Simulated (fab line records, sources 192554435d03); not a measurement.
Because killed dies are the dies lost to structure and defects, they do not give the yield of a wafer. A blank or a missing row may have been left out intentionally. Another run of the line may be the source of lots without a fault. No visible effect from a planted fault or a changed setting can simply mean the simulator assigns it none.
What tool caused it? || flow n5_finfet || 31 wafers sampled from 11 lots at 1 step of a route of 1938

WHAT THE GAUGES READ, wafer by wafer
N5_GATE_CUT_OVL_MEAS_14.
{"lot": "L799", "measured": "day 5 08:01", "on": "overlay-02", "GATE_CUT_OVL (nm)": "-0.5 0.7 -0.5"}
{"lot": "L800", "measured": "day 5 13:25", "on": "overlay-01", "GATE_CUT_OVL (nm)": "-0.6 -0.2 -0.5"}
{"lot": "L801", "measured": "day 5 18:53", "on": "overlay-02", "GATE_CUT_OVL (nm)": "0.7 0.6 0.7"}
{"lot": "L803", "measured": "day 6 05:43", "on": "overlay-02", "GATE_CUT_OVL (nm)": "0.0 -0.4 -0.7"}
{"lot": "L804", "measured": "day 6 11:43", "on": "overlay-02", "GATE_CUT_OVL (nm)": "0.4 1.0 0.9"}
{"lot": "L812", "measured": "day 8 14:44", "on": "overlay-01", "GATE_CUT_OVL (nm)": "-1.0 -1.2 -0.1"}
{"lot": "L815", "measured": "day 9 06:04", "on": "overlay-02", "GATE_CUT_OVL (nm)": "0.5 0.8"}
{"lot": "L816", "measured": "day 9 16:20", "on": "overlay-01", "GATE_CUT_OVL (nm)": "0.1 -0.2 0.6"}
{"lot": "L817", "measured": "day 9 19:14", "on": "overlay-02", "GATE_CUT_OVL (nm)": "-0.3 -0.5 -0.5"}
{"lot": "L818", "measured": "day 9 22:58", "on": "overlay-01", "GATE_CUT_OVL (nm)": "-0.1 -1.6"}
{"lot": "L819", "measured": "day 10 07:05", "on": "overlay-02", "GATE_CUT_OVL (nm)": "0.7 0.2 0.4"}

WHICH TOOL RAN EACH LOT (tool, then ch and the chambers of the sampled wafers, then the start)
No process step before these readings appears in the record.

AS READ BY THE TOOLS THEMSELVES (means over the sampled wafers that have a number; for cases with no such wafer, the mark the record gives instead)
The record holds no such reading with a usual standard deviation.

THE ANSWER, worked out from the rows above alone
Rule: usual is defined by the lots themselves. Put in order of their means at a reading, lots are off if they are a third of the lots or fewer, leave a main group of 4 or more, and stand apart from it by a gap of 3 or more times the standard deviation of the main group's means; of several such gaps the widest counts. A main group is skipped when, at the precision printed for the reading in the tables above, its means are all equal. Also off: a lot with no number at a reading for which 4 or more lots have one. Any other lot the step has rows for is counted as sound. First the gauges in route order, then the tools' own readings, where a lot's mean is used as printed above. At the first step where some lot is off, the reading lying furthest off is the one used; lots without a number count as furthest.
No lot is off on any of the readings shown, so nothing can be concluded from this.

WHAT WAS PUT IN BY THE SIMULATOR
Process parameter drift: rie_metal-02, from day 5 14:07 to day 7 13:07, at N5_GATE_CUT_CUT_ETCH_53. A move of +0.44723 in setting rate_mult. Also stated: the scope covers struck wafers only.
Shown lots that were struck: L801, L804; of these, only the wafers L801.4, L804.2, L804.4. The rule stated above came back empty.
